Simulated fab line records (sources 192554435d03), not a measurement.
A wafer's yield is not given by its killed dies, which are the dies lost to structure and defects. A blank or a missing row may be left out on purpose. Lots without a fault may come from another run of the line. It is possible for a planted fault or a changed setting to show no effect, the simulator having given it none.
Split-lot experiment | flow n5-finfet | 39 wafers read from 7 lots, route of 1938 steps

## SPLIT DETAILS
At N5_DUMMY_GATE_ETCH_32 (etches SiO2 in CF4, target depth 3.5 nm, time 3.9 s), the setting time-s was moved away from the recipe's 3.9 s on 9 of the 39 wafers read, by +17.2% to +53.2%. This setting was run at the recipe's value on the other wafers.

The reading comes from the split's own step.

## THE READING
etch.depth-nm (the simulator's own value, which no gauge read), in nm, at N5_DUMMY_GATE_ETCH_32 (etches SiO2 in CF4, target depth 3.5 nm, time 3.9 s). There is no usual value for it anywhere in the file. Average 3.513 nm, standard deviation 0.068 nm, over the 30 wafers here run with the recipe.

wafer  | tool, chamber at the split | time-s as run, s | against the recipe | etch.depth-nm, nm | against lot-mates on the recipe
L075.1 | rie-si-04, 0               | 3.9              | recipe             | 3.501             | -
L075.2 | rie-si-04, 2               | 3.9              | recipe             | 3.573             | -
L075.3 | rie-si-04, 3               | 4.571            | +17.2%             | 4.09              | +0.568
L075.4 | rie-si-04, 1               | 4.571            | +17.2%             | 4.104             | +0.582
L075.5 | rie-si-04, 1               | 3.9              | recipe             | 3.491             | -
L075.6 | rie-si-04, 2               | 4.571            | +17.2%             | 4.182             | +0.660
L076.1 | rie-si-06, 2               | 5.974            | +53.2%             | 5.383             | +1.925
L076.2 | rie-si-06, 0               | 3.9              | recipe             | 3.434             | -
L076.3 | rie-si-06, 1               | 5.974            | +53.2%             | 5.23              | +1.772
L076.4 | rie-si-06, 3               | 5.974            | +53.2%             | 5.314             | +1.856
L076.5 | rie-si-06, 2               | 3.9              | recipe             | 3.532             | -
L076.6 | rie-si-06, 1               | 3.9              | recipe             | 3.408             | -
L082.1 | rie-si-04, 1               | 3.9              | recipe             | 3.549             | -
L082.2 | rie-si-04, 2               | 5.695            | +46.0%             | 5.242             | +1.719
L082.3 | rie-si-04, 3               | 5.695            | +46.0%             | 5.129             | +1.606
L082.4 | rie-si-04, 0               | 5.695            | +46.0%             | 5.149             | +1.626
L082.5 | rie-si-04, 3               | 3.9              | recipe             | 3.458             | -
L082.6 | rie-si-04, 2               | 3.9              | recipe             | 3.562             | -
L084.1 | rie-si-01, 0               | 3.9              | recipe             | 3.643             | -
L084.2 | rie-si-01, 3               | 3.9              | recipe             | 3.48              | -
L084.3 | rie-si-01, 1               | 3.9              | recipe             | 3.482             | -
L084.4 | rie-si-01, 2               | 3.9              | recipe             | 3.656             | -
L084.5 | rie-si-01, 3               | 3.9              | recipe             | 3.479             | -
L084.6 | rie-si-01, 2               | 3.9              | recipe             | 3.661             | -
L085.1 | rie-si-04, 3               | 3.9              | recipe             | 3.399             | -
L085.2 | rie-si-04, 1               | 3.9              | recipe             | 3.5               | -
L085.3 | rie-si-04, 2               | 3.9              | recipe             | 3.565             | -
L085.4 | rie-si-04, 0               | 3.9              | recipe             | 3.49              | -
L085.5 | rie-si-04, 0               | 3.9              | recipe             | 3.484             | -
L085.6 | rie-si-04, 1               | 3.9              | recipe             | 3.492             | -
L092.1 | rie-si-01, 2               | 3.9              | recipe             | 3.605             | -
L092.5 | rie-si-01, 3               | 3.9              | recipe             | 3.415             | -
L092.6 | rie-si-01, 0               | 3.9              | recipe             | 3.568             | -
L096.1 | rie-si-04, 3               | 3.9              | recipe             | 3.444             | -
L096.2 | rie-si-04, 1               | 3.9              | recipe             | 3.516             | -
L096.3 | rie-si-04, 0               | 3.9              | recipe             | 3.458             | -
L096.4 | rie-si-04, 2               | 3.9              | recipe             | 3.552             | -
L096.5 | rie-si-04, 0               | 3.9              | recipe             | 3.493             | -
L096.6 | rie-si-04, 1               | 3.9              | recipe             | 3.505             | -

FIT RESULTS
A straight line over all 39 wafers: etch.depth-nm changes by +0.0348 nm for each +1% of time-s; r = +0.99; the points scatter about the line by 0.07 nm.
The same after taking each lot's own level away (the mean of its wafers on the recipe; 39 wafers): +0.0352 nm for each +1%; r = +1.00; scatter 0.06 nm.
Per that fit: largest time-s move, reading shift of 1.9 nm.
Measured against the standard deviation above, the lots' own levels, which go from 3.4580 to 3.5668 nm, span 1.6 times it.
Consequently the slope shifts little with the lot-to-lot level, the two slopes agreeing.
Check: +1.86 nm against its lot-mates is what the line predicts for one of the wafers moved furthest among these (+53.2%) when that wafer is left out of the fit. Against them it came out at +1.92 nm.

## FURTHER SPLITS ON THESE WAFERS
Other splits were also applied to these wafers ahead of the reading. Each is held against what the fit with the lots' levels taken away leaves over:
other split on the same wafers          | wafers away from the commonest value | r with etch.depth-nm (lot level and that fit taken away)
N5_ZERO_LAYER_DEVELOP_10 develop-time-s | 12                                   | +0.09

## FILE'S OWN FIT
etch.depth-nm changes by +0.0352 nm for each +1% of time-s, r = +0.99.
